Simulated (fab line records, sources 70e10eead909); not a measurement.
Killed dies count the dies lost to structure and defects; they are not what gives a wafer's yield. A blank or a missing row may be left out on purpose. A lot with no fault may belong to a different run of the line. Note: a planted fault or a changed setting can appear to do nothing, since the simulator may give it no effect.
fab line records -- flow nand-harc -- part 1 of 2: steps 1 to 24 of 35
record: lots: 5, wafers: 15, last-day: 33
route steps=1302 shown P_M2@350 P_BONDPAD@351
lots that met no fault: taken from a fault-free run of the same line
start-h: hours from the record's opening day to when the first of the lot's shown wafers began -- wait-h: hours from the lot's prior step to this one -- " repeats the value in the row above -- L1.1+2: a single row standing in for several wafers -- - either no value or no given start -- * or withheld: withheld -- < > ~ a bound
route shown NAME@n: names a module that has steps shown in the file, with the first one's number in the route -- usual: the fault-free wafers' mean and standard deviation -- same: alike in all rows -- chamber/n: place in a boat -- sites: each site's reading -- _std_site: how widely they spread, as a standard deviation -- _edge_site: inner sites' mean taken away from outer sites' mean -- radius-mm: how far each site lies from the wafer's centre -- mask NAME#n: copy n -- behind: the last tool/chamber to shape the wafer -- hold: why the lot was held/for how many hours/how that ended -- device: transistor that didn't switch, given as n, p or np -- end of line: the route-end tests of the same wafers -- a step with no rows: only its recipe -- killed: dies lost to structure and defects at the first sort, not the wafer's yield -- map: a wafer's dies, x killed, . not, _ none there
set.NAME: the setting that was run; set.NAME@STEP: the one run at that earlier step -- model.NAME: the simulator's own value behind a step, which no gauge read
lots seen at some steps along the route; tables by step, rows by wafer
services: from which hour (start-h, from the record's first day; less than 0 if before it) a tool's chamber was out of use, for how many hours, and why
== steps ==
step: NHARC_P_M2_DEP_33
recipe: target-thk-a: 300, temp-c: 370, target-thk-nm: 30, pressure-torr: 3, flow-sccm: 200, rf-w: 450, material: SiCN
usual: heater-power-w: 623/73
lot.wafer,tool,chamber,start-h,wait-h,heater-power-w
L075.2,pecvd-04,2,144.66,0.1,642
L075.5,pecvd-04,0,144.66,0.1,680
L075.4,pecvd-04,2,144.66,0.1,649
L081.1,pecvd-04,0,206.13,0.1,694
L081.2,pecvd-04,1,206.13,0.1,579
L081.5,pecvd-04,0,206.13,0.1,685
L090.1,pecvd-03,2,299.23,0.1,598
L090.4,pecvd-03,0,299.23,0.1,679
L090.6,pecvd-03,2,299.23,0.1,574
L095.1,pecvd-02,2,340.49,0.1,477
L095.2,pecvd-02,1,340.49,0.1,718
L095.5,pecvd-02,1,340.49,0.1,730
L096.2,pecvd-03,2,359.37,0.1,569
L096.5,pecvd-03,2,359.37,0.1,571
L096.4,pecvd-03,1,359.37,0.1,668
step: NHARC_P_BONDPAD_DEP_00
recipe: target-thk-a: 2500, temp-c: 370, target-thk-nm: 250, pressure-torr: 3, flow-sccm: 200, rf-w: 450, material: SiCN
usual: heater-power-w: 607/71
lot.wafer,tool,chamber,start-h,wait-h,heater-power-w
L075.2,pecvd-03,2,145.21,-,479
L075.4,pecvd-03,1,145.21,-,629
L075.5,pecvd-03,2,145.21,-,496
L081.1,pecvd-02,1,206.54,-,738
L081.2,pecvd-02,2,206.54,-,441
L081.5,pecvd-02,1,206.54,-,741
L090.1,pecvd-04,1,299.61,-,510
L090.6,pecvd-04,0,299.61,-,691
L090.4,pecvd-04,2,299.61,-,594
L095.1,pecvd-04,2,340.91,-,662
L095.2,pecvd-04,1,340.91,-,605
L095.5,pecvd-04,1,340.91,-,596
L096.2,pecvd-02,0,359.78,-,623
L096.4,pecvd-02,1,359.78,-,772
L096.5,pecvd-02,2,359.78,-,560
step: NHARC_P_BONDPAD_CMP_32
recipe: target-thk-nm: 200, material: SiCN
usual: motor-current-A: 11.9/0.99
lot.wafer,tool,chamber,start-h,wait-h,motor-current-A
L075.4,cmp-02,1,145.53,-,12.9
L075.2,cmp-02,0,145.53,-,11.3
L075.5,cmp-02,2,145.53,-,10.5
L081.1,cmp-02,1,206.90,-,13.6
L081.2,cmp-02,3,206.90,-,12.5
L081.5,cmp-02,1,206.90,-,12.6
L090.4,cmp-02,2,299.97,-,10.9
L090.1,cmp-02,1,299.97,-,12.5
L090.6,cmp-02,3,299.97,-,11.6
L095.1,cmp-01,2,341.32,-,13.6
L095.2,cmp-01,0,341.32,-,11.5
L095.5,cmp-01,3,341.32,-,12.4
L096.2,cmp-04,2,360.21,-,12.1
L096.4,cmp-04,3,360.21,-,11.4
L096.5,cmp-04,1,360.21,-,12.4
step: NHARC_P_BONDPAD_THK_MEAS_33
recipe: thk-meas-gauge: ellipsometry
usual: thk-nm: 199.4/1.6
lot.wafer,tool,chamber,start-h,wait-h,thk-nm
L075.2,film-metro-02,-,145.78,0.2,198.7
L075.4,film-metro-02,-,145.78,0.2,198.4
L075.5,film-metro-02,-,145.78,0.2,201.7
L081.1,film-metro-02,-,207.15,0.2,199.0
L081.2,film-metro-02,-,207.15,0.2,197.1
L081.5,film-metro-02,-,207.15,0.2,198.2
L090.1,film-metro-02,-,300.23,0.2,199.2
L090.4,film-metro-02,-,300.23,0.2,197.9
L090.6,film-metro-02,-,300.23,0.2,199.3
L095.1,film-metro-01,-,341.58,0.2,200.9
L095.2,film-metro-01,-,341.58,0.2,198.3
L095.5,film-metro-01,-,341.58,0.2,199.9
L096.2,film-metro-01,-,360.44,0.2,196.4
L096.4,film-metro-01,-,360.44,0.2,199.3
L096.5,film-metro-01,-,360.44,0.2,201.0
step: NHARC_P_BONDPAD_SRD_34
lot.wafer,tool,chamber,start-h,wait-h
L075.2+5+4,wet-bench-08,"2,4,5",145.82,0.0
L081.5+1+2,wet-bench-10,"5,7,0",207.20,0.0
L090.1+6+4,wet-bench-10,"3,5,7",300.27,0.0
L095.5+1+2,wet-bench-08,"1,3,4",341.62,0.0
L096.2+5+4,wet-bench-10,"7,0,3",360.48,0.0
step: NHARC_P_BONDPAD_DEHYDRATE_01
recipe: temp-c: 150, time-s: 120
usual: heater-power-total-W: 182.5/1.3
lot.wafer,tool,chamber,start-h,wait-h,heater-power-total-W
L075.2,litho-track-03,0,145.90,0.1,181.5
L075.4,litho-track-03,0,145.90,0.1,181.1
L075.5,litho-track-03,0,145.90,0.1,182.6
L081.1,litho-track-02,0,207.27,0.1,183.5
L081.2,litho-track-02,0,207.27,0.1,182.3
L081.5,litho-track-02,0,207.27,0.1,180.9
L090.1,litho-track-02,0,300.35,0.1,184.6
L090.4,litho-track-02,0,300.35,0.1,182.7
L090.6,litho-track-02,0,300.35,0.1,181.2
L095.1,litho-track-02,0,341.70,0.1,182.8
L095.2,litho-track-02,0,341.70,0.1,183.1
L095.5,litho-track-02,0,341.70,0.1,183.1
L096.2,litho-track-07,0,360.56,0.1,182.9
L096.4,litho-track-07,0,360.56,0.1,182.3
L096.5,litho-track-07,0,360.56,0.1,184.7
step: NHARC_P_BONDPAD_HMDS_02
recipe: time-s: 30
lot.wafer,tool,chamber,start-h,wait-h
L075.2+4+5,litho-track-03,0,-,-
L081.1+2+5,litho-track-02,0,-,-
L090.1+4+6,litho-track-02,0,-,-
L095.1+2+5,litho-track-02,0,-,-
L096.2+4+5,litho-track-07,0,-,-
step: NHARC_P_BONDPAD_COAT_36
recipe: temp-c: 200, time-s: 65
usual: heater-power-total-W: 386.2/1.3
lot.wafer,tool,chamber,start-h,wait-h,heater-power-total-W
L075.2,litho-track-03,0,-,-,387.7
L075.4,litho-track-03,0,-,-,384.7
L075.5,litho-track-03,0,-,-,386.6
L081.1,litho-track-02,0,-,-,386.4
L081.2,litho-track-02,0,-,-,386.7
L081.5,litho-track-02,0,-,-,388.1
L090.1,litho-track-02,0,-,-,384.3
L090.4,litho-track-02,0,-,-,384.5
L090.6,litho-track-02,0,-,-,385.6
L095.1,litho-track-02,0,-,-,386.5
L095.2,litho-track-02,0,-,-,387.2
L095.5,litho-track-02,0,-,-,387.2
L096.2,litho-track-07,0,-,-,388.1
L096.4,litho-track-07,0,-,-,387.7
L096.5,litho-track-07,0,-,-,386.0
step: NHARC_P_BONDPAD_COAT_03
recipe: spin-rpm: 2000, resist-thk-nm: 600
lot.wafer,tool,chamber,start-h,wait-h
L075.2+4+5,litho-track-03,0,-,-
L081.1+2+5,litho-track-02,0,-,-
L090.1+4+6,litho-track-02,0,-,-
L095.1+2+5,litho-track-02,0,-,-
L096.2+4+5,litho-track-07,0,-,-
step: NHARC_P_BONDPAD_SOFTBAKE_04
recipe: temp-c: 125, time-s: 70
usual: heater-power-total-W: 200.9/1.4
lot.wafer,tool,chamber,start-h,wait-h,heater-power-total-W
L075.2,litho-track-03,0,-,-,202.2
L075.4,litho-track-03,0,-,-,201.3
L075.5,litho-track-03,0,-,-,199.0
L081.1,litho-track-02,0,-,-,199.0
L081.2,litho-track-02,0,-,-,202.5
L081.5,litho-track-02,0,-,-,199.2
L090.1,litho-track-02,0,-,-,199.7
L090.4,litho-track-02,0,-,-,200.7
L090.6,litho-track-02,0,-,-,200.4
L095.1,litho-track-02,0,-,-,199.0
L095.2,litho-track-02,0,-,-,201.2
L095.5,litho-track-02,0,-,-,199.8
L096.2,litho-track-07,0,-,-,199.9
L096.4,litho-track-07,0,-,-,202.6
L096.5,litho-track-07,0,-,-,200.4
step: NHARC_P_BONDPAD_EBR_05
lot.wafer,tool,chamber,start-h,wait-h
L075.2+4+5,litho-track-03,0,-,-
L081.1+2+5,litho-track-02,0,-,-
L090.1+4+6,litho-track-02,0,-,-
L095.1+2+5,litho-track-02,0,-,-
L096.2+4+5,litho-track-07,0,-,-
step: NHARC_P_BONDPAD_EXPOSE_06
recipe: na: 0.55, dose-mj: 37.06, mask-id: P_BPAD
same: na: 0.55
lot.wafer,tool,chamber,start-h,wait-h,mask
L075.2+4+5,krf-scanner-02,0,146.07,-,P_BPAD#0
L081.1+2+5,krf-scanner-01,0,207.44,-,P_BPAD#0
L090.1+4+6,krf-scanner-04,0,300.52,-,P_BPAD#0
L095.1+2+5,krf-scanner-01,0,341.86,-,P_BPAD#0
L096.2+4+5,krf-scanner-01,0,360.73,-,P_BPAD#0
step: NHARC_P_BONDPAD_PEB_07
recipe: peb-temp-c: 128, peb-time-s: 80
usual: heater-power-total-W: 189.8/0.79
lot.wafer,tool,chamber,start-h,wait-h,heater-power-total-W
L075.2,litho-track-07,0,146.13,0.1,188.6
L075.4,litho-track-07,0,146.13,0.1,190.5
L075.5,litho-track-07,0,146.13,0.1,189.3
L081.1,litho-track-03,0,207.50,0.1,190.7
L081.2,litho-track-03,0,207.50,0.1,190.7
L081.5,litho-track-03,0,207.50,0.1,190.5
L090.1,litho-track-03,0,300.58,0.1,190.4
L090.4,litho-track-03,0,300.58,0.1,190.8
L090.6,litho-track-03,0,300.58,0.1,188.6
L095.1,litho-track-03,0,341.93,0.1,190.6
L095.2,litho-track-03,0,341.93,0.1,189.9
L095.5,litho-track-03,0,341.93,0.1,189.5
L096.2,litho-track-03,0,360.79,0.1,189.1
L096.4,litho-track-03,0,360.79,0.1,190.9
L096.5,litho-track-03,0,360.79,0.1,188.8
step: NHARC_P_BONDPAD_DEVELOP_08
recipe: time-s: 50, dev-temp-c: 22
lot.wafer,tool,chamber,start-h,wait-h
L075.2+4+5,litho-track-07,0,-,-
L081.1+2+5,litho-track-03,0,-,-
L090.1+4+6,litho-track-03,0,-,-
L095.1+2+5,litho-track-03,0,-,-
L096.2+4+5,litho-track-03,0,-,-
step: NHARC_P_BONDPAD_CD_MEAS_09
recipe: target-cd-nm: 500, landing-energy-ev: 500
usual: cd-nm: 499.9/1.6
lot.wafer,tool,chamber,start-h,wait-h,cd-nm
L075.2,cd-sem-03,0,146.22,-,497.5
L075.4,cd-sem-03,0,146.22,-,497.5
L075.5,cd-sem-03,0,146.22,-,495.5
L081.1,cd-sem-03,0,207.59,-,499.2
L081.2,cd-sem-03,0,207.59,-,500.9
L081.5,cd-sem-03,0,207.59,-,499.3
L090.1,cd-sem-02,0,300.67,-,497.6
L090.4,cd-sem-02,0,300.67,-,500.7
L090.6,cd-sem-02,0,300.67,-,499.2
L095.1,cd-sem-01,0,342.01,-,502.0
L095.2,cd-sem-01,0,342.01,-,497.5
L095.5,cd-sem-01,0,342.01,-,501.2
L096.2,cd-sem-02,0,360.88,-,497.9
L096.4,cd-sem-02,0,360.88,-,502.0
L096.5,cd-sem-02,0,360.88,-,499.9
step: NHARC_P_BONDPAD_OVL_MEAS_38
usual: overlay-x-nm: 0/6.9, overlay-y-nm: -1/7.9
lot.wafer,tool,chamber,start-h,wait-h,overlay-x-nm,overlay-y-nm
L075.2,overlay-02,-,146.31,-,-4,-3
L075.4,overlay-02,-,146.31,-,-3,-3
L075.5,overlay-02,-,146.31,-,-4,-3
L081.1,overlay-02,-,207.68,-,5,9
L081.2,overlay-02,-,207.68,-,4,9
L081.5,overlay-02,-,207.68,-,4,9
L090.1,overlay-02,-,300.76,-,-1,-13
L090.4,overlay-02,-,300.76,-,-1,-13
L090.6,overlay-02,-,300.76,-,-2,-12
L095.1,overlay-02,-,342.10,-,-3,-13
L095.2,overlay-02,-,342.10,-,-2,-12
L095.5,overlay-02,-,342.10,-,-3,-13
L096.2,overlay-01,-,360.97,-,8,2
L096.4,overlay-01,-,360.97,-,8,3
L096.5,overlay-01,-,360.97,-,8,3
step: NHARC_P_BONDPAD_HARDBAKE_10
recipe: temp-c: 118, time-s: 65
usual: heater-power-total-W: 195.7/0.36
lot.wafer,tool,chamber,start-h,wait-h,heater-power-total-W
L075.2,litho-track-03,0,146.35,0.0,195.6
L075.4,litho-track-03,0,146.35,0.0,196.1
L075.5,litho-track-03,0,146.35,0.0,195.9
L081.1,litho-track-02,0,207.73,0.0,195.7
L081.2,litho-track-02,0,207.73,0.0,195.7
L081.5,litho-track-02,0,207.73,0.0,196.1
L090.1,litho-track-07,0,300.82,0.1,196.1
L090.4,litho-track-07,0,300.82,0.1,195.3
L090.6,litho-track-07,0,300.82,0.1,196.1
L095.1,litho-track-02,0,342.15,0.0,196.0
L095.2,litho-track-02,0,342.15,0.0,195.7
L095.5,litho-track-02,0,342.15,0.0,195.7
L096.2,litho-track-03,0,361.02,0.0,195.3
L096.4,litho-track-03,0,361.02,0.0,196.1
L096.5,litho-track-03,0,361.02,0.0,195.9
step: NHARC_P_BONDPAD_DESCUM_11
recipe: time-s: 3, o2-flow-sccm: 200, ar-flow-sccm: 0, bias-power-w: 0, chemistry: O2
usual: drypump-motor-current-A: 5.7/0.62, oes-product-au: 0.999/0.011, rf-vpp-V: 57.6/0.9, showerhead-plenum-p-Torr: 1.87/0.076, throttle-valve-pct: 11.311/0.0093
lot.wafer,tool,chamber,start-h,wait-h,drypump-motor-current-A,oes-product-au,rf-hours-counter-h,rf-vpp-V,showerhead-plenum-p-Torr,throttle-valve-pct
L075.4,rie-diel-11,2,146.44,-,6.4,1.008,2.9,56.4,1.82,11.318
L075.2,rie-diel-11,0,146.44,-,6.3,1.015,2.9,56.5,1.82,11.308
L075.5,rie-diel-11,2,146.44,-,6.4,1.009,-,57.3,1.82,11.308
L081.2,rie-diel-11,0,207.81,-,6.3,1.021,6.4,56.9,1.82,11.300
L081.1,rie-diel-11,1,207.81,-,6.5,0.998,6.8,58.2,2.01,11.308
L081.5,rie-diel-11,0,207.81,-,6.3,1.021,-,58.4,1.82,11.318
L090.4,rie-diel-11,3,300.92,-,4.9,1.001,2.0,56.1,1.80,11.308
L090.1,rie-diel-11,0,300.92,-,6.4,1.010,1.7,57.2,1.82,11.302
L090.6,rie-diel-11,1,300.92,-,6.5,1.003,-,58.1,2.01,11.304
L095.2,rie-diel-12,2,342.24,-,5.6,1.013,3.9,57.7,1.81,11.320
L095.1,rie-diel-12,3,342.24,-,5.5,0.997,4.6,58.6,1.88,11.313
L095.5,rie-diel-12,2,342.24,-,5.6,1.020,-,57.4,1.81,11.310
L096.4,rie-diel-12,3,361.09,-,5.4,0.995,5.5,58.8,1.88,11.315
L096.2,rie-diel-12,0,361.09,-,4.8,0.995,5.6,58.3,1.95,11.318
L096.5,rie-diel-12,0,361.09,-,4.8,1.001,-,58.3,1.95,11.326
step: NHARC_P_BONDPAD_ETCH_37
recipe: target-depth-a: 600, overetch-a: 180, time-s: 65.91, ion-energy-ev: 200, n2-flow-sccm: 150, h2-flow-sccm: 150, ar-flow-sccm: 0, rf-w: 400, bias-w: 150, chemistry: N2/H2
usual: bias-w: 150.0/0.42, drypump-motor-current-A: 5.7/0.61, oes-product-au: 1.000/0.01, rf-vpp-V: 429.2/2.5, showerhead-plenum-p-Torr: 2.00/0.082, throttle-valve-pct: 14.170/0.0089
lot.wafer,tool,chamber,start-h,wait-h,bias-w,drypump-motor-current-A,oes-product-au,rf-hours-counter-h,rf-vpp-V,showerhead-plenum-p-Torr,throttle-valve-pct
L075.4,rie-diel-11,1,146.51,0.1,149.9,6.5,1.013,3.0,432.6,2.14,14.190
L075.2,rie-diel-11,3,146.51,0.1,150.4,4.9,1.005,2.9,427.6,1.92,14.168
L075.5,rie-diel-11,1,146.51,0.1,150.0,6.5,1.000,-,432.8,2.14,14.165
L081.1,rie-diel-11,1,207.89,0.1,149.1,6.5,0.986,6.8,434.3,2.14,14.173
L081.2,rie-diel-11,2,207.89,0.1,150.1,6.5,1.004,6.4,426.3,1.94,14.175
L081.5,rie-diel-11,1,207.89,0.1,149.9,6.5,0.992,-,434.3,2.14,14.164
L090.1,rie-diel-11,1,300.98,0.1,150.1,6.5,1.004,1.6,433.6,2.14,14.154
L090.4,rie-diel-11,2,300.98,0.1,150.6,6.4,0.999,2.0,427.4,1.93,14.162
L090.6,rie-diel-11,2,300.98,0.1,150.0,6.5,0.994,-,426.3,1.93,14.182
L095.2,rie-diel-12,1,342.32,0.1,149.4,6.1,0.983,3.7,426.7,1.91,14.164
L095.1,rie-diel-12,2,342.32,0.1,149.7,5.6,1.006,3.9,426.9,1.92,14.167
L095.5,rie-diel-12,0,342.32,0.1,150.0,4.8,0.999,-,430.5,2.08,14.172
L096.2,rie-diel-12,2,361.18,0.1,149.7,5.6,0.997,4.8,427.2,1.92,14.190
L096.4,rie-diel-12,0,361.18,0.1,150.1,4.7,1.001,5.6,430.0,2.08,14.177
L096.5,rie-diel-12,2,361.18,0.1,150.0,5.6,1.002,-,427.1,1.92,14.167
step: NHARC_P_BONDPAD_ETCH_12
recipe: target-depth-a: 2000, time-s: 100, chf3-flow-sccm: 50, o2-flow-sccm: 10, ar-flow-sccm: 200, rf-w: 500, bias-w: 200, chemistry: CHF3/O2
usual: bias-w: 200.0/0.57, drypump-motor-current-A: 5.7/0.62, oes-product-au: 0.936/0.021, rf-vpp-V: 369.5/2.1, showerhead-plenum-p-Torr: 2.36/0.089, throttle-valve-pct: 20.572/0.0086
lot.wafer,tool,chamber,start-h,wait-h,bias-w,drypump-motor-current-A,oes-product-au,rf-hours-counter-h,rf-vpp-V,showerhead-plenum-p-Torr,throttle-valve-pct
L075.4,rie-diel-11,2,-,-,199.1,6.4,0.915,3.0,366.5,2.29,20.559
L075.2,rie-diel-11,0,-,-,200.0,6.3,0.935,3.0,368.8,2.29,20.562
L075.5,rie-diel-11,2,-,-,199.3,6.4,0.935,-,369.5,2.29,20.565
L081.2,rie-diel-11,3,-,-,199.6,4.9,0.934,6.0,366.9,2.27,20.564
L081.1,rie-diel-11,2,-,-,200.6,6.4,0.910,6.4,369.3,2.29,20.582
L081.5,rie-diel-11,3,-,-,199.1,4.9,0.937,-,367.6,2.27,20.568
L090.1,rie-diel-11,0,-,-,200.3,6.4,0.974,1.7,368.1,2.29,20.576
L090.4,rie-diel-11,2,-,-,200.0,6.4,0.960,2.0,367.6,2.29,20.564
L090.6,rie-diel-11,3,-,-,200.2,4.9,0.972,-,368.0,2.27,20.583
L095.1,rie-diel-12,3,-,-,200.3,5.5,0.929,4.6,369.8,2.36,20.566
L095.2,rie-diel-12,2,-,-,199.3,5.6,0.937,4.0,370.2,2.27,20.570
L095.5,rie-diel-12,0,-,-,199.6,4.8,0.917,-,370.1,2.45,20.559
L096.2,rie-diel-12,3,-,-,200.1,5.5,0.911,5.6,368.5,2.36,20.581
L096.4,rie-diel-12,2,-,-,199.5,5.6,0.925,4.8,367.8,2.27,20.588
L096.5,rie-diel-12,3,-,-,199.8,5.4,0.922,-,370.4,2.36,20.575
step: NHARC_P_BONDPAD_CD_MEAS_13
usual: cd-nm: 499.7/1.8
lot.wafer,tool,chamber,start-h,wait-h,cd-nm
L075.2,cd-sem-03,-,146.75,-,496.8
L075.4,cd-sem-03,-,146.75,-,497.0
L075.5,cd-sem-03,-,146.75,-,495.0
L081.1,cd-sem-03,-,208.12,-,499.9
L081.2,cd-sem-03,-,208.12,-,500.1
L081.5,cd-sem-03,-,208.12,-,498.4
L090.1,cd-sem-02,-,301.22,-,497.4
L090.4,cd-sem-02,-,301.22,-,498.6
L090.6,cd-sem-02,-,301.22,-,498.2
L095.1,cd-sem-03,-,342.54,-,501.0
L095.2,cd-sem-03,-,342.54,-,496.8
L095.5,cd-sem-03,-,342.54,-,499.9
L096.2,cd-sem-01,-,361.41,-,498.7
L096.4,cd-sem-01,-,361.41,-,500.8
L096.5,cd-sem-01,-,361.41,-,499.9
step: NHARC_P_BONDPAD_STRIP_15
recipe: o2-flow-sccm: 500, ar-flow-sccm: 0, bias-w: 0, chemistry: O2
usual: drypump-motor-current-A: 5.7/0.62, oes-product-au: 1.001/0.01, rf-vpp-V: 57.6/0.86, showerhead-plenum-p-Torr: 3.43/0.12, throttle-valve-pct: 17.037/0.0085
same: bias-w: 0
lot.wafer,tool,chamber,start-h,wait-h,drypump-motor-current-A,oes-product-au,rf-hours-counter-h,rf-vpp-V,showerhead-plenum-p-Torr,throttle-valve-pct
L075.2,rie-diel-01,1,146.85,0.1,6.4,0.996,2.7,57.4,3.35,17.045
L075.4,rie-diel-01,2,146.85,0.1,5.3,0.990,2.2,56.8,3.46,17.030
L075.5,rie-diel-01,0,146.85,0.1,4.9,0.990,-,57.9,3.68,17.049
L081.2,rie-diel-11,2,208.19,0.1,6.4,0.996,6.4,58.1,3.37,17.020
L081.1,rie-diel-11,3,208.19,0.1,4.9,1.006,6.1,56.7,3.34,17.036
L081.5,rie-diel-11,3,208.19,0.1,4.9,1.005,-,57.8,3.34,17.049
L090.1,rie-diel-12,0,301.32,0.1,4.8,0.996,2.1,56.6,3.59,17.038
L090.4,rie-diel-12,1,301.32,0.1,6.1,1.005,2.0,57.9,3.32,17.032
L090.6,rie-diel-12,2,301.32,0.1,5.6,1.014,-,57.0,3.35,17.034
L095.2,rie-diel-12,2,342.63,0.1,5.6,0.999,4.0,57.9,3.35,17.024
L095.1,rie-diel-12,0,342.63,0.1,4.8,0.997,4.5,58.8,3.59,17.055
L095.5,rie-diel-12,1,342.63,0.1,6.2,0.993,-,58.0,3.32,17.038
L096.2,rie-diel-11,0,361.49,0.1,6.4,1.003,5.7,56.5,3.37,17.041
L096.4,rie-diel-11,1,361.49,0.1,6.6,0.996,4.6,57.4,3.68,17.017
L096.5,rie-diel-11,3,361.49,0.1,4.9,0.996,-,57.3,3.33,17.028
step: NHARC_P_BONDPAD_ETCH_24
recipe: target-depth-a: 300, over-etch-frac: 0.3, time-s: 72.99, ion-energy-ev: 150, cf4-flow-sccm: 50, n2-flow-sccm: 100, ar-flow-sccm: 150, rf-w: 300, bias-w: 100, chemistry: CF4/N2
usual: bias-w: 100.04/0.29, drypump-motor-current-A: 5.7/0.63, oes-product-au: 1.000/0.0095, rf-vpp-V: 313.1/1.8, showerhead-plenum-p-Torr: 2.56/0.095, throttle-valve-pct: 19.793/0.0085
lot.wafer,tool,chamber,start-h,wait-h,bias-w,drypump-motor-current-A,oes-product-au,rf-hours-counter-h,rf-vpp-V,showerhead-plenum-p-Torr,throttle-valve-pct
L075.2,rie-diel-01,2,-,-,100.36,5.3,0.981,2.2,314.0,2.58,19.796
L075.4,rie-diel-01,3,-,-,99.93,5.8,1.010,2.9,314.2,2.60,19.782
L075.5,rie-diel-01,0,-,-,100.03,4.9,0.984,-,316.9,2.74,19.808
L081.1,rie-diel-11,0,-,-,100.04,6.3,1.006,6.5,313.0,2.51,19.791
L081.2,rie-diel-11,3,-,-,99.38,4.9,1.007,6.1,312.2,2.48,19.798
L081.5,rie-diel-11,1,-,-,99.45,6.5,0.997,-,315.4,2.75,19.798
L090.4,rie-diel-12,1,-,-,100.02,6.1,0.997,2.0,310.7,2.47,19.787
L090.1,rie-diel-12,3,-,-,99.94,5.5,0.995,2.0,314.6,2.58,19.771
L090.6,rie-diel-12,1,-,-,100.05,6.1,0.998,-,313.2,2.47,19.804
L095.2,rie-diel-12,0,-,-,99.83,4.8,1.002,4.5,315.9,2.67,19.798
L095.1,rie-diel-12,1,-,-,100.39,6.2,0.990,3.8,313.1,2.47,19.803
L095.5,rie-diel-12,1,-,-,100.23,6.2,1.005,-,311.4,2.47,19.800
L096.4,rie-diel-11,1,-,-,99.59,6.5,1.004,4.6,314.2,2.74,19.803
L096.2,rie-diel-11,2,-,-,99.59,6.4,0.996,5.3,312.6,2.50,19.790
L096.5,rie-diel-11,3,-,-,99.91,4.9,0.999,-,311.0,2.48,19.781
step: NHARC_P_BONDPAD_STRIP_16
recipe: time-s: 600, temp-c: 30, chemistry: post-etch-residue-remover
lot.wafer,tool,chamber,start-h,wait-h
L075.2+4+5,wet-bench-10,"2,5,6",147.11,-
L081.1+5+2,wet-bench-08,"0,3,4",208.48,-
L090.1+4+6,wet-bench-10,"5,1,2",302.03,-
L095.1+2+5,wet-bench-08,"0,2,4",342.90,-
L096.4+5+2,wet-bench-08,"7,1,3",361.77,-
